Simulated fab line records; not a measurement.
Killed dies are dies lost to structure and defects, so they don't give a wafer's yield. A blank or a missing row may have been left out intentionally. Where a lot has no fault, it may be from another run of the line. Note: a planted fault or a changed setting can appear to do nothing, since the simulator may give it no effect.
Matching of chambers / flow nand-harc / 4 sister chambers for NHARC_A_SGD_CUT_CMP_21 on cmp-03
The step polishes, target thk 148.19 nm. 4 wafers are shown with their chamber, then 10 later ones without.

WAFERS PAIRED WITH THEIR CHAMBERS
wafer=L087.1; chamber=0; motor-current-A (A)=10.4
wafer=L090.6; chamber=1; motor-current-A (A)=13.3
wafer=L093.1; chamber=2; motor-current-A (A)=13.2
wafer=L093.4; chamber=3; motor-current-A (A)=11.1

WAFERS MISSING THEIR CHAMBER
wafer=L093.6; motor-current-A (A)=12.8
wafer=L095.1; motor-current-A (A)=11.1
wafer=L095.2; motor-current-A (A)=12.5
wafer=L095.4; motor-current-A (A)=11.1
wafer=L097.3; motor-current-A (A)=14.0
wafer=L097.5; motor-current-A (A)=10.9
wafer=L097.6; motor-current-A (A)=11.1
wafer=L096.1; motor-current-A (A)=13.8
wafer=L096.3; motor-current-A (A)=10.6
wafer=L096.4; motor-current-A (A)=13.4

EACH ONE'S CHAMBER
wafer=L093.6; from the rows above=can't be placed: 2 or 1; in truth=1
wafer=L095.1; from the rows above=can't be placed: 3 or 0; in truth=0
wafer=L095.2; from the rows above=can't be placed: 2 or 1 or 3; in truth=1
wafer=L095.4; from the rows above=can't be placed: 3 or 0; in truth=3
wafer=L097.3; from the rows above=can't be placed: 1 or 2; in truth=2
wafer=L097.5; from the rows above=can't be placed: 3 or 0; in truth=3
wafer=L097.6; from the rows above=can't be placed: 3 or 0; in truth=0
wafer=L096.1; from the rows above=can't be placed: 1 or 2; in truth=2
wafer=L096.3; from the rows above=can't be placed: 0 or 3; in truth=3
wafer=L096.4; from the rows above=can't be placed: 1 or 2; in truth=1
Placed correctly: 0 of 10. Unplaceable from these rows: 10, with the true chamber sitting among the candidates in 10. Number placed wrongly: 0.
How it was worked out, from the rows above alone: a wafer's distance from a chamber is the root of the sum, over the readings, of the square of ((its reading less the chamber's mean) divided by the reading's scatter). The wafer belongs to the nearest chamber; if the next one is less than 2 further off, it can't be placed. A chamber's mean is the mean of its shown wafers. The scatter: with one shown wafer a chamber, the root of the mean of the squares of how far each hidden wafer lies from its nearest shown one.
